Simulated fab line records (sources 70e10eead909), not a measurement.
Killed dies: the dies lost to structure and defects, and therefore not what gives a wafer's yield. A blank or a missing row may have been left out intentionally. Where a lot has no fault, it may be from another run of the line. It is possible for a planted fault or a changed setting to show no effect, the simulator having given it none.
Which tool was responsible? + flow nand_harc + 15 lots, 45 wafers sampled, at 4 steps of a route of 1302

## WHAT EACH GAUGE READ, for each wafer
The record holds no reading of a measuring or inspecting step that can be judged against a usual standard deviation.

## TOOL THAT RAN EACH LOT (tool first, then ch and the chambers of the sampled wafers, then the start)
| lot  | NHARC_P_GATE_DESCUM_48             | NHARC_P_GATE_STRIP_76                | NHARC_P_GATE_RTA_82              | NHARC_P_CONTACT_DEP_30          |
|------|------------------------------------|--------------------------------------|----------------------------------|---------------------------------|
| L371 | rie_diel-05 ch 0,1,3, day 5 18:47  | plasma_asher-02 ch 0,1, day 5 21:08  | rtp_anneal-02 ch 0, day 6 00:56  | pecvd-04 ch 0,1,2, day 6 01:11  |
| L373 | rie_diel-08 ch 0,3, day 6 10:45    | plasma_asher-02 ch 0,1, day 6 13:10  | rtp_anneal-02 ch 0, day 6 17:08  | pecvd-02 ch 1,2, day 6 17:23    |
| L374 | rie_diel-05 ch 1,2,3, day 6 22:39  | plasma_asher-02 ch 0,1, day 7 01:02  | rtp_anneal-01 ch 0, day 7 05:10  | pecvd-02 ch 0,2, day 7 05:28    |
| L375 | rie_diel-08 ch 1,2,3, day 7 03:32  | plasma_asher-02 ch 0,1, day 7 05:55  | rtp_anneal-01 ch 0, day 7 09:41  | pecvd-02 ch 0,1,2, day 7 09:57  |
| L376 | rie_diel-09 ch 1,3, day 7 10:27    | plasma_asher-02 ch 0,1, day 7 12:44  | rtp_anneal-01 ch 0, day 7 16:23  | pecvd-04 ch 0,1, day 7 16:44    |
| L377 | rie_diel-05 ch 0,2,3, day 7 23:40  | plasma_asher-01 ch 0,1, day 8 02:10  | rtp_anneal-01 ch 0, day 8 05:50  | pecvd-04 ch 1,2, day 8 06:07    |
| L379 | rie_diel-05 ch 1,2,3, day 8 23:04  | plasma_asher-01 ch 0,1, day 9 01:40  | rtp_anneal-01 ch 0, day 9 05:31  | pecvd-02 ch 0,1,2, day 9 05:49  |
| L384 | rie_diel-09 ch 0,3, day 10 18:27   | plasma_asher-02 ch 0,1, day 10 20:52 | rtp_anneal-02 ch 0, day 11 00:44 | pecvd-04 ch 0,1,2, day 11 00:59 |
| L385 | rie_diel-09 ch 0,1,3, day 11 12:54 | plasma_asher-01 ch 0,1, day 11 15:16 | rtp_anneal-01 ch 0, day 11 18:59 | pecvd-02 ch 1,2, day 11 19:13   |
| L386 | rie_diel-05 ch 0,1, day 11 13:28   | plasma_asher-01 ch 0, day 11 15:54   | rtp_anneal-01 ch 0, day 11 19:43 | pecvd-04 ch 0,1,2, day 11 19:59 |
| L387 | rie_diel-09 ch 0,2,3, day 12 02:34 | plasma_asher-02 ch 0,1, day 12 04:59 | rtp_anneal-01 ch 0, day 12 08:59 | pecvd-02 ch 0,1, day 12 09:16   |
| L389 | rie_diel-05 ch 1,2,3, day 13 04:12 | plasma_asher-01 ch 0,1, day 13 06:37 | rtp_anneal-01 ch 0, day 13 10:26 | pecvd-01 ch 0,1, day 13 10:39   |
| L390 | rie_diel-09 ch 1,2,3, day 13 07:51 | plasma_asher-02 ch 0,1, day 13 10:06 | rtp_anneal-01 ch 0, day 13 13:55 | pecvd-02 ch 0,1,2, day 13 14:11 |
| L393 | rie_diel-08 ch 0,1,2, day 15 03:51 | plasma_asher-02 ch 0,1, day 15 06:08 | rtp_anneal-02 ch 0, day 15 10:04 | pecvd-04 ch 0,1,2, day 15 10:22 |
| L394 | rie_diel-08 ch 0,1,2, day 15 06:05 | plasma_asher-02 ch 0,1, day 15 08:20 | rtp_anneal-01 ch 0, day 15 12:04 | pecvd-02 ch 0,1,2, day 15 12:22 |
- NHARC_P_GATE_DESCUM_48: chemistry O2, time 3 s.
- NHARC_P_GATE_STRIP_76: strips in O2.
- NHARC_P_GATE_RTA_82: time 30 s.
- NHARC_P_CONTACT_DEP_30: deposits SiNx, target thk 30 nm.

## AS READ BY THE TOOLS THEMSELVES (means over the sampled wafers that have a number; for cases with no such wafer, the mark the record gives instead)
NHARC_P_GATE_DESCUM_48. Usual: drypump_motor_current_A 5.6 A, standard deviation 0.47; oes_product_au 1.002 a.u., standard deviation 0.0099; rf_vpp_V 57.4 V, standard deviation 0.85; showerhead_plenum_p_Torr 1.83 Torr, standard deviation 0.054; throttle_valve_pct 11.310 %, standard deviation 0.0096.
| lot  | tool        | drypump_motor_current_A (A) | oes_product_au (a.u.) | rf_vpp_V (V) | showerhead_plenum_p_Torr (Torr) | throttle_valve_pct (%) | flag |
|------|-------------|-----------------------------|-----------------------|--------------|---------------------------------|------------------------|------|
| L371 | rie_diel-05 | 5.5                         | 1.013                 | 56.9         | 1.82                            | 11.309                 |      |
| L373 | rie_diel-08 | 5.6                         | 1.010                 | 56.9         | 1.79                            | 11.307                 |      |
| L374 | rie_diel-05 | 5.5                         | 1.000                 | 57.2         | 1.83                            | 11.300                 |      |
| L375 | rie_diel-08 | 5.8                         | 1.007                 | 57.4         | 1.80                            | 11.304                 |      |
| L376 | rie_diel-09 | 5.3                         | 0.984                 | 58.4         | 1.88                            | 11.299                 |      |
| L377 | rie_diel-05 | 5.1                         | 1.001                 | 56.7         | 1.81                            | 11.313                 |      |
| L379 | rie_diel-05 | 5.5                         | 1.012                 | 56.9         | 1.83                            | 11.318                 |      |
| L384 | rie_diel-09 | 5.2                         | 0.994                 | 57.7         | 1.93                            | 11.312                 |      |
| L385 | rie_diel-09 | 5.4                         | 1.010                 | 57.9         | 1.90                            | 11.321                 |      |
| L386 | rie_diel-05 | 6.0                         | 1.014                 | 56.3         | 1.82                            | 11.312                 |      |
| L387 | rie_diel-09 | 5.4                         | 0.986                 | 57.9         | 1.91                            | 11.313                 |      |
| L389 | rie_diel-05 | 5.5                         | 1.003                 | 57.1         | 1.83                            | 11.310                 |      |
| L390 | rie_diel-09 | 5.5                         | 0.998                 | 57.6         | 1.86                            | 11.310                 |      |
| L393 | rie_diel-08 | 6.0                         | 1.003                 | 57.4         | 1.79                            | 11.310                 |      |
| L394 | rie_diel-08 | 6.0                         | 0.996                 | 57.5         | 1.79                            | 11.321                 |      |

NHARC_P_GATE_STRIP_76. Usual: drypump_motor_current_A 6.2 A, standard deviation 0.58; heater_power_w 327 W, standard deviation 15.
| lot  | tool            | drypump_motor_current_A (A) | heater_power_w (W) | flag |
|------|-----------------|-----------------------------|--------------------|------|
| L371 | plasma_asher-02 | 6.6                         | 343                |      |
| L373 | plasma_asher-02 | 6.6                         | 342                |      |
| L374 | plasma_asher-02 | 6.6                         | 341                |      |
| L375 | plasma_asher-02 | 6.6                         | 346                |      |
| L376 | plasma_asher-02 | 6.5                         | 337                |      |
| L377 | plasma_asher-01 | 5.4                         | 319                |      |
| L379 | plasma_asher-01 | 5.5                         | 309                |      |
| L384 | plasma_asher-02 | 6.6                         | 344                |      |
| L385 | plasma_asher-01 | 5.5                         | 311                |      |
| L386 | plasma_asher-01 | 6.2                         | 316                |      |
| L387 | plasma_asher-02 | 6.6                         | 334                |      |
| L389 | plasma_asher-01 | 5.8                         | 312                |      |
| L390 | plasma_asher-02 | 6.5                         | 335                |      |
| L393 | plasma_asher-02 | 6.6                         | 335                |      |
| L394 | plasma_asher-02 | 6.4                         | 330                |      |

NHARC_P_GATE_RTA_82. Usual: lamp_power_pct 3.80 %, standard deviation 0.11; lamp_zone_4_pct 3.80 %, standard deviation 0.11; wafer_temp_C_max 452.0, standard deviation 0.57.
| lot  | tool          | lamp_power_pct (%) | lamp_zone_4_pct (%) | wafer_temp_C_max | flag |
|------|---------------|--------------------|---------------------|------------------|------|
| L371 | rtp_anneal-02 | 3.65               | 3.65                | 451.9            |      |
| L373 | rtp_anneal-02 | 3.65               | 3.65                | 451.5            |      |
| L374 | rtp_anneal-01 | 3.88               | 3.87                | 452.4            |      |
| L375 | rtp_anneal-01 | 3.88               | 3.88                | 451.9            |      |
| L376 | rtp_anneal-01 | 3.88               | 3.88                | 452.2            |      |
| L377 | rtp_anneal-01 | 3.88               | 3.88                | 452.6            |      |
| L379 | rtp_anneal-01 | 3.88               | 3.88                | 452.3            |      |
| L384 | rtp_anneal-02 | 3.64               | 3.65                | 451.3            |      |
| L385 | rtp_anneal-01 | 3.88               | 3.88                | 452.9            |      |
| L386 | rtp_anneal-01 | 3.88               | 3.88                | 452.0            |      |
| L387 | rtp_anneal-01 | 3.88               | 3.88                | 451.6            |      |
| L389 | rtp_anneal-01 | 3.88               | 3.88                | 452.2            |      |
| L390 | rtp_anneal-01 | 3.88               | 3.88                | 452.2            |      |
| L393 | rtp_anneal-02 | 3.65               | 3.65                | 451.6            |      |
| L394 | rtp_anneal-01 | 3.88               | 3.88                | 452.4            |      |

NHARC_P_CONTACT_DEP_30. Usual: 654 W for heater_power_w, sd 100.
| lot  | tool     | heater_power_w (W) | flag |
|------|----------|--------------------|------|
| L371 | pecvd-04 | 664                |      |
| L373 | pecvd-02 | 739                |      |
| L374 | pecvd-02 | 543                |      |
| L375 | pecvd-02 | 639                |      |
| L376 | pecvd-04 | 779                |      |
| L377 | pecvd-04 | 543                |      |
| L379 | pecvd-02 | 658                |      |
| L384 | pecvd-04 | 689                |      |
| L385 | pecvd-02 | 701                |      |
| L386 | pecvd-04 | 658                |      |
| L387 | pecvd-02 | 691                |      |
| L389 | pecvd-01 | 659                |      |
| L390 | pecvd-02 | 652                |      |
| L393 | pecvd-04 | 655                |      |
| L394 | pecvd-02 | 613                |      |

## THE ANSWER, worked out from the rows above alone
Rule: a lot is off if the mean of its wafers that have a number lies more than 3 standard deviations from the usual mean. Also off: a lot with no number at a reading for which 4 or more lots have one. All remaining lots with rows at the step are treated as sound. Order of review: gauges by route order, followed by the tools' own readings, for which a lot's mean as printed above is used. At the first step where some lot is off, the reading lying furthest off is the one used; lots without a number count as furthest.
No lot is off on any of the readings shown, so nothing can be concluded from this.

## WHAT THE SIMULATOR HAD PUT IN
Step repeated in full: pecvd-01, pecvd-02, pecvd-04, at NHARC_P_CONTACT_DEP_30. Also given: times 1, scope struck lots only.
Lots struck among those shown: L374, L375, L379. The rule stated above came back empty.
